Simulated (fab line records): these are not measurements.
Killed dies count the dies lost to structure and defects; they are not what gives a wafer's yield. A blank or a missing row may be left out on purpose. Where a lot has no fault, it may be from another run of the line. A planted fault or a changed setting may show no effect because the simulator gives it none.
Which tool did it? || flow n5-finfet || Sampling: 9 lots, 24 wafers, 2 of 1938 route steps

== WHAT EACH GAUGE READ, for each wafer ==
N5_BEOL_M4_RC_MEAS_101.
{"lot": "L743", "measured": "day 8 00:55", "on": "prober-01", "DIBL_N (mV/V)": "37.2 34.5 34.7", "DIBL_P (mV/V)": "36.6 33.5 33.6", "IOFF_N (nA/um)": "0.19 0.13 0.14", "IOFF_P (nA/um)": "0.27 0.20 0.22", "ION_N (uA/um)": "692 663 663", "ION_P (uA/um)": "476 461 469", "SS_N (mV/dec)": "72.1 71.3 71.2", "SS_P (mV/dec)": "73.0 72.5 73.0", "VT_N (mV)": "249 252 249", "VT_P (mV)": "-242 -246 -246"}
{"lot": "L744", "measured": "day 8 08:05", "on": "prober-01", "DIBL_N (mV/V)": "38.7 37.0 35.7", "DIBL_P (mV/V)": "41.7 39.1 36.9", "IOFF_N (nA/um)": "0.22 0.16 0.14", "IOFF_P (nA/um)": "0.27 0.20 0.18", "ION_N (uA/um)": "674 664 645", "ION_P (uA/um)": "463 454 445", "SS_N (mV/dec)": "72.6 73.0 72.5", "SS_P (mV/dec)": "75.0 73.4 73.1", "VT_N (mV)": "248 254 256", "VT_P (mV)": "-248 -251 -253"}
{"lot": "L745", "measured": "day 8 19:19", "on": "prober-02", "DIBL_N (mV/V)": "37.0 37.2 36.3", "DIBL_P (mV/V)": "36.5 36.3 36.4", "IOFF_N (nA/um)": "0.17 0.19 0.18", "IOFF_P (nA/um)": "0.25 0.25 0.25", "ION_N (uA/um)": "665 675 685", "ION_P (uA/um)": "462 467 473", "SS_N (mV/dec)": "71.7 72.0 71.3", "SS_P (mV/dec)": "73.2 73.1 73.8", "VT_N (mV)": "249 245 244", "VT_P (mV)": "-244 -246 -247"}
{"lot": "L747", "measured": "day 9 01:03", "on": "prober-02", "DIBL_N (mV/V)": "38.6 39.0 38.8", "DIBL_P (mV/V)": "38.0 38.0 37.8", "IOFF_N (nA/um)": "0.20 0.20 0.20", "IOFF_P (nA/um)": "0.24 0.23 0.22", "ION_N (uA/um)": "695 682 674", "ION_P (uA/um)": "466 461 451", "SS_N (mV/dec)": "71.1 72.1 71.9", "SS_P (mV/dec)": "73.5 74.5 74.3", "VT_N (mV)": "245 245 247", "VT_P (mV)": "-251 -250 -252"}
{"lot": "L750", "measured": "day 10 00:00", "on": "prober-02", "DIBL_N (mV/V)": "38.4 38.6 42.0", "DIBL_P (mV/V)": "38.6 38.4 41.3", "IOFF_N (nA/um)": "0.21 0.21 0.31", "IOFF_P (nA/um)": "0.24 0.25 0.29", "ION_N (uA/um)": "705 695 695", "ION_P (uA/um)": "469 471 463", "SS_N (mV/dec)": "72.5 72.0 73.7", "SS_P (mV/dec)": "73.6 73.5 75.1", "VT_N (mV)": "246 244 243", "VT_P (mV)": "-246 -246 -246"}
{"lot": "L752", "measured": "day 10 10:58", "on": "prober-02", "DIBL_N (mV/V)": "34.3 36.5 35.7", "DIBL_P (mV/V)": "35.1 36.9 35.4", "IOFF_N (nA/um)": "0.13 0.17 0.15", "IOFF_P (nA/um)": "0.18 0.20 0.18", "ION_N (uA/um)": "666 675 666", "ION_P (uA/um)": "454 460 454", "SS_N (mV/dec)": "70.0 71.4 71.4", "SS_P (mV/dec)": "72.4 74.1 73.5", "VT_N (mV)": "252 249 253", "VT_P (mV)": "-253 -253 -255"}
{"lot": "L759", "measured": "day 11 21:37", "on": "prober-02", "DIBL_N (mV/V)": "35.4 37.1", "DIBL_P (mV/V)": "34.1 36.6", "IOFF_N (nA/um)": "0.13 0.18", "IOFF_P (nA/um)": "0.19 0.23", "ION_N (uA/um)": "665 690", "ION_P (uA/um)": "456 467", "SS_N (mV/dec)": "71.3 71.2", "SS_P (mV/dec)": "73.2 73.9", "VT_N (mV)": "255 246", "VT_P (mV)": "-251 -247"}
{"lot": "L761", "measured": "day 13 08:39", "on": "prober-01", "DIBL_N (mV/V)": "39.6 37.6", "DIBL_P (mV/V)": "42.4 39.3", "IOFF_N (nA/um)": "0.21 0.15", "IOFF_P (nA/um)": "0.29 0.22", "ION_N (uA/um)": "678 666", "ION_P (uA/um)": "466 452", "SS_N (mV/dec)": "72.8 72.0", "SS_P (mV/dec)": "73.9 73.6", "VT_N (mV)": "247 251", "VT_P (mV)": "-248 -249"}
{"lot": "L762", "measured": "day 13 12:13", "on": "prober-01", "DIBL_N (mV/V)": "36.6 36.6", "DIBL_P (mV/V)": "36.0 35.7", "IOFF_N (nA/um)": "0.14 0.15", "IOFF_P (nA/um)": "0.21 0.21", "ION_N (uA/um)": "662 669", "ION_P (uA/um)": "460 464", "SS_N (mV/dec)": "72.5 71.4", "SS_P (mV/dec)": "72.9 73.2", "VT_N (mV)": "251 253", "VT_P (mV)": "-250 -249"}

== WHICH TOOL RAN EACH LOT (tool, then ch and the chambers of the sampled wafers, then the start) ==
{"lot": "L743", "N5_SD_EPI_N_ETCH_35": "rie-diel-03 ch 1,2,3, day 3 07:04"}
{"lot": "L744", "N5_SD_EPI_N_ETCH_35": "rie-diel-03 ch 2,3, day 3 14:39"}
{"lot": "L745", "N5_SD_EPI_N_ETCH_35": "rie-diel-03 ch 1,2, day 3 20:13"}
{"lot": "L747", "N5_SD_EPI_N_ETCH_35": "rie-diel-03 ch 2,3, day 4 07:50"}
{"lot": "L750", "N5_SD_EPI_N_ETCH_35": "rie-diel-03 ch 0,1, day 5 03:46"}
{"lot": "L752", "N5_SD_EPI_N_ETCH_35": "rie-diel-03 ch 1,2, day 5 19:26"}
{"lot": "L759", "N5_SD_EPI_N_ETCH_35": "rie-diel-03 ch 1,2, day 7 07:44"}
{"lot": "L761", "N5_SD_EPI_N_ETCH_35": "rie-diel-03 ch 1,2, day 7 22:05"}
{"lot": "L762", "N5_SD_EPI_N_ETCH_35": "rie-diel-03 ch 0,2, day 8 02:56"}
- N5_SD_EPI_N_ETCH_35: etches SOC in N2/H2, overetch 108 nm, time 486 s.

== WHAT THE TOOLS THEMSELVES READ (means of the sampled wafers that have a number; where no wafer has one, the mark that the record gives instead) ==
N5_SD_EPI_N_ETCH_35.
{"lot": "L743", "tool": "rie-diel-03", "bias-w (W)": 133.1, "drypump-motor-current-A (A)": 5.3, "n2-flow-sccm (sccm)": 199.7, "oes-product-au (a.u.)": 0.64, "rf-vpp-V (V)": 241.6, "showerhead-plenum-p-Torr (Torr)": 2.63, "throttle-valve-pct (%)": 23.88}
{"lot": "L744", "tool": "rie-diel-03", "bias-w (W)": 132.9, "drypump-motor-current-A (A)": 5.3, "n2-flow-sccm (sccm)": 200.2, "oes-product-au (a.u.)": 0.65, "rf-vpp-V (V)": 242.1, "showerhead-plenum-p-Torr (Torr)": 2.65, "throttle-valve-pct (%)": 23.84}
{"lot": "L745", "tool": "rie-diel-03", "bias-w (W)": 133.1, "drypump-motor-current-A (A)": 5.3, "n2-flow-sccm (sccm)": 200.2, "oes-product-au (a.u.)": 0.63, "rf-vpp-V (V)": 241.0, "showerhead-plenum-p-Torr (Torr)": 2.63, "throttle-valve-pct (%)": 23.80}
{"lot": "L747", "tool": "rie-diel-03", "bias-w (W)": 132.8, "drypump-motor-current-A (A)": 5.3, "n2-flow-sccm (sccm)": 200.4, "oes-product-au (a.u.)": 0.65, "rf-vpp-V (V)": 242.5, "showerhead-plenum-p-Torr (Torr)": 2.65, "throttle-valve-pct (%)": 23.84}
{"lot": "L750", "tool": "rie-diel-03", "bias-w (W)": 132.9, "drypump-motor-current-A (A)": 5.5, "n2-flow-sccm (sccm)": 200.3, "oes-product-au (a.u.)": 0.83, "rf-vpp-V (V)": 242.0, "showerhead-plenum-p-Torr (Torr)": 2.63, "throttle-valve-pct (%)": 23.58}
{"lot": "L752", "tool": "rie-diel-03", "bias-w (W)": 133.0, "drypump-motor-current-A (A)": 5.3, "n2-flow-sccm (sccm)": 200.0, "oes-product-au (a.u.)": 0.75, "rf-vpp-V (V)": 241.9, "showerhead-plenum-p-Torr (Torr)": 2.60, "throttle-valve-pct (%)": 23.64}
{"lot": "L759", "tool": "rie-diel-03", "bias-w (W)": 133.1, "drypump-motor-current-A (A)": 5.3, "n2-flow-sccm (sccm)": 199.3, "oes-product-au (a.u.)": 0.71, "rf-vpp-V (V)": 241.9, "showerhead-plenum-p-Torr (Torr)": 2.60, "throttle-valve-pct (%)": 23.70}
{"lot": "L761", "tool": "rie-diel-03", "bias-w (W)": 133.0, "drypump-motor-current-A (A)": 5.3, "n2-flow-sccm (sccm)": 200.6, "oes-product-au (a.u.)": 0.69, "rf-vpp-V (V)": 241.8, "showerhead-plenum-p-Torr (Torr)": 2.60, "throttle-valve-pct (%)": 23.71}
{"lot": "L762", "tool": "rie-diel-03", "bias-w (W)": 133.1, "drypump-motor-current-A (A)": 5.6, "n2-flow-sccm (sccm)": 199.2, "oes-product-au (a.u.)": 0.70, "rf-vpp-V (V)": 242.6, "showerhead-plenum-p-Torr (Torr)": 2.67, "throttle-valve-pct (%)": 23.72}

== THE ANSWER, worked out from the rows above alone ==
Rule: what is usual is taken from the lots themselves. Put in order of their means at a reading, lots are off if they are a third of the lots or fewer, leave a main group of 4 or more, and stand apart from it by a gap of 3 or more times the standard deviation of the main group's means; of several such gaps the widest counts. A main group whose means are all the same, to the digits that the tables above print for the reading, isn't used. Also off: a lot with no number at a reading for which 4 or more lots have one. Any other lot the step has rows for is counted as sound. After the gauges, taken in route order, come the tools' own readings; for these a lot's mean is taken, as printed above. At the first step where some lot is off, the reading lying furthest off is the one used; lots without a number count as furthest.
Nothing can be told from this: no lot is off at any reading shown.

== WHAT WAS PUT IN BY THE SIMULATOR ==
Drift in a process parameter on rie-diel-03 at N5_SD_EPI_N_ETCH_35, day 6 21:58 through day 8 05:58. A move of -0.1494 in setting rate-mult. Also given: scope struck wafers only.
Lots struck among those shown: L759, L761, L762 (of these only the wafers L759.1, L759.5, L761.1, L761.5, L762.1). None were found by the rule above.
